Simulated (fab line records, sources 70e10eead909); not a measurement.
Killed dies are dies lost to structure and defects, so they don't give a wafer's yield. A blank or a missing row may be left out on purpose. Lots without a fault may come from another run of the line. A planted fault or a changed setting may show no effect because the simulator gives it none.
Chamber matching | flow nand_harc | NHARC_A_CHANNEL_HOLE_D1_ETCH_38 on rie_diel-05: 4 sister chambers
The step etches the open film in CF4, target depth 39 nm, time 65 s. 4 wafers are shown with their chamber, then 8 later ones without.

WAFERS WITH THEIR CHAMBER
wafer  | chamber | drypump_motor_current_A (A)
L078.4 | 1       | 5.1
L088.4 | 0       | 5.8
L088.5 | 3       | 5.8
L090.1 | 2       | 5.4

WAFERS WITHOUT THEIR CHAMBER
wafer  | drypump_motor_current_A (A)
L090.3 | 5.8
L090.6 | 5.8
L095.1 | 5.4
L095.2 | 5.1
L095.4 | 5.8
L097.1 | 5.5
L097.4 | 5.8
L097.6 | 5.8

WHICH CHAMBER EACH WENT THROUGH
wafer  | from the rows above     | in truth
L090.3 | can't be placed: 0 or 3 | 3
L090.6 | can't be placed: 0 or 3 | 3
L095.1 | 2                       | 2
L095.2 | 1                       | 1
L095.4 | can't be placed: 0 or 3 | 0
L097.1 | 2                       | 2
L097.4 | can't be placed: 0 or 3 | 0
L097.6 | can't be placed: 0 or 3 | 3
Placed correctly: 3 of 8. Can't be placed from these rows: 5 (the true chamber is among the candidates in 5). Placed wrongly: 0.
How it was worked out, from the rows above alone: a wafer's distance from a chamber is the root of the sum, over the readings, of the square of ((its reading less the chamber's mean) divided by the reading's scatter). The wafer belongs to the nearest chamber; if the next one is less than 2 further off, it can't be placed. A chamber's mean is the mean of its shown wafers. The scatter: with one shown wafer a chamber, the root of the mean of the squares of how far each hidden wafer lies from its nearest shown one.
